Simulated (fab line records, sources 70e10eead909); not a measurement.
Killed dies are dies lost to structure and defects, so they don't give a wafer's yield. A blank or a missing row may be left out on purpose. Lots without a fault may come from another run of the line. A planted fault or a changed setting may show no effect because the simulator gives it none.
Chamber matching | flow nand_harc | NHARC_P_GATE_DESCUM_61 on rie_diel-11: 4 sister chambers
The step chemistry O2, time 3 s. 18 wafers are shown with their chamber, then 9 later ones without.

WAFERS WITH THEIR CHAMBER
wafer  | chamber | showerhead_plenum_p_Torr (Torr) | drypump_motor_current_A (A) | oes_product_au (a.u.)
L077.2 | 0       | 1.81                            | 6.1                         | 1.003
L077.3 | 3       | 1.98                            | 6.6                         | 1.010
L077.5 | 0       | 1.80                            | 6.1                         | 0.988
L078.2 | 3       | 1.98                            | 6.6                         | 1.007
L078.3 | 0       | 1.81                            | 6.1                         | 0.998
L078.5 | 3       | 1.97                            | 6.6                         | 1.014
L076.2 | 3       | 1.97                            | 6.5                         | 1.015
L076.3 | 1       | 1.90                            | 6.1                         | 1.012
L076.5 | 2       | 1.94                            | 6.1                         | 1.014
L081.1 | 0       | 1.80                            | 6.1                         | 1.001
L081.5 | 0       | 1.80                            | 6.1                         | 0.991
L081.6 | 1       | 1.90                            | 6.1                         | 1.003
L081.2 | 1       | 1.90                            | 6.1                         | 0.997
L081.3 | 3       | 1.97                            | 6.5                         | 1.008
L081.4 | 2       | 1.94                            | 6.0                         | 1.011
L084.1 | 3       | 1.97                            | 6.6                         | 1.007
L084.2 | 0       | 1.80                            | 6.1                         | 0.998
L084.3 | 1       | 1.90                            | 6.1                         | 1.001

SIGNATURES (means of the wafers above)
reading                  | chamber 0 | chamber 1 | chamber 2 | chamber 3 | scatter within a chamber
showerhead_plenum_p_Torr | 1.8033    | 1.9000    | 1.9400    | 1.9733    | 0.00436
drypump_motor_current_A  | 6.100     | 6.100     | 6.050     | 6.567     | 0.0362
oes_product_au           | 0.99650   | 1.00325   | 1.01250   | 1.01017   | 0.00505
Rule: a wafer's distance from a chamber is the root of the sum, over the readings, of the square of ((its reading less the chamber's mean) divided by the reading's scatter). The wafer belongs to the nearest chamber; if the next one is less than 2 further off, it can't be placed. The scatter: the root of (the sum of the squares of (reading less its chamber's mean) over the shown wafers, divided by (wafers less chambers)).

WAFERS WITHOUT THEIR CHAMBER
wafer  | showerhead_plenum_p_Torr (Torr) | drypump_motor_current_A (A) | oes_product_au (a.u.)
L091.2 | 1.97                            | 6.6                         | 0.997
L091.3 | 1.94                            | 6.1                         | 1.001
L091.4 | 1.90                            | 6.1                         | 0.999
L090.1 | 1.80                            | 6.1                         | 0.995
L090.3 | 1.90                            | 6.1                         | 1.005
L090.4 | 1.97                            | 6.6                         | 0.996
L090.2 | 1.94                            | 6.1                         | 1.001
L090.5 | 1.90                            | 6.1                         | 0.999
L090.6 | 1.94                            | 6.0                         | 1.005

WHICH CHAMBER EACH WENT THROUGH
wafer  | from the rows above | in truth
L091.2 | 3                   | 3
L091.3 | 2                   | 2
L091.4 | 1                   | 1
L090.1 | 0                   | 0
L090.3 | 1                   | 1
L090.4 | 3                   | 3
L090.2 | 2                   | 2
L090.5 | 1                   | 1
L090.6 | 2                   | 2
Placed correctly: 9 of 9. Can't be placed from these rows: 0. Placed wrongly: 0.
